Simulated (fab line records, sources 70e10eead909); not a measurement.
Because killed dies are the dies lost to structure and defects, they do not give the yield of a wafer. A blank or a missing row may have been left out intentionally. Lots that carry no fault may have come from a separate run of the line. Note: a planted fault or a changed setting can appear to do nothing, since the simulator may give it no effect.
Problem report, 8D (eight disciplines) form, completed by code	flow nand_harc	the parts of the form that need people (team, actions taken, sign-off) are left out

## 1. WHAT IS WRONG
Wafers without a fault read 999 nm, standard deviation 10; thk_nm at NHARC_A_ONON_D2_THK_MEAS_02 reads a mean of 658 nm on 2 wafers belonging to 2 lots. Measured from the usual mean, that is -34 standard deviations.
The step: measures by ellipsometry.
Seen first at day 20 00:28 on film_metro-02, wafer L728.1. The record has a number at this step for 40 wafers belonging to 14 lots. Rule for "out" (also "out of limits"): further than 4 standard deviations from the usual mean. The rest of the wafers with a number are treated as sound.

## 2. WHAT IT IS; WHAT IT IS NOT
question	is	is not
which readings at this step	thk_nm	-
which lots	L728, L730	L711, L715, L717, L718, L719, L720, L722, L723, L725, L731, L732, L733
which wafers of those lots	L728.1, L730.5	L730.2, L730.3
read on which gauges	film_metro-02	film_metro-01
when	from day 20 00:28	up to then (27 sound wafers); but 11 sound wafers of L730, L731, L732, L733 came after

## 3. SUSPECTS, AND WHAT RULES EACH OUT
Counting: if a tool at a process step up to the reading ran every lot that is out, it stays a suspect. Sound lots after the first of them don't rule it out here, since some wafers of a struck lot are sound.
- the gauge at NHARC_A_ONON_D2_THK_MEAS_02: kept. All the wafers that are out were read on film_metro-02, and no step on other tools shows them out.
- rie_diel-12 at NHARC_A_CHANNEL_HOLE_D1_ETCH_16 (etches the open film in O2/COS, target depth 3100 nm, time 806 s): kept. Every lot that is out went through it, the first being L728 (day 17 13:38); the last sound lot it ran before that was L725 (day 16 05:04). NHARC_A_CHANNEL_HOLE_D1_ETCH_16 gives no start for some lots, so the hours and the order of its lots are those of NHARC_A_CHANNEL_FILL_D1_ETCHBACK_20.
- pecvd_onon-02 at NHARC_A_ONON_D2_DEP_00 (target thk 1000 nm): kept. Every lot that is out went through it, the first being L728 (day 19 23:57); the last sound lot it ran before that was L723 (day 18 03:28).
- Within rie_diel-12 at NHARC_A_CHANNEL_HOLE_D1_ETCH_16: the wafers that are out ran in chambers 0, 3; their sound lot-mates ran in chambers 1, 2.
The count leaves rie_diel-12 at NHARC_A_CHANNEL_HOLE_D1_ETCH_16, pecvd_onon-02 at NHARC_A_ONON_D2_DEP_00, and film_metro-02 at NHARC_A_ONON_D2_THK_MEAS_02.

## 4. THE CAUSE (what the simulator had put in)
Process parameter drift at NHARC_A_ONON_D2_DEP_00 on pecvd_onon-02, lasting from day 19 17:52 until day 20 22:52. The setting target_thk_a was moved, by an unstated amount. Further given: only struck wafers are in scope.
Counting leaves 3 suspects; this tool is one of them.

## 5. THE EFFECT CHAIN, in route order
Each row: a reading where the mean over the struck wafers with a number is more than 3 standard deviations away from the usual. Readings are gone through only where the record gives a usual standard deviation; hours: the median, over the lots, of the time from a lot's start at the first step in this table giving one to that lot's start at this step; sigmas: the change measured in usual standard deviations.
hours	step	reading	usual	on struck wafers	change	sigmas
0	NHARC_A_ONON_D2_THK_MEAS_02	thk_nm	999 nm	658	-342	-34

## 6. HOW IT WOULD HAVE BEEN CAUGHT EARLIER
Counted from the fault's start at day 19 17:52, it took 7 hours until the first out-of-limits reading at a measuring or inspecting step in this record, taken at day 20 00:28.
Lots out: 2; of these, L730 started NHARC_A_ONON_D2_DEP_00 on pecvd_onon-02 after day 20 00:28. Had the tool been put on hold then, it would have been spared.
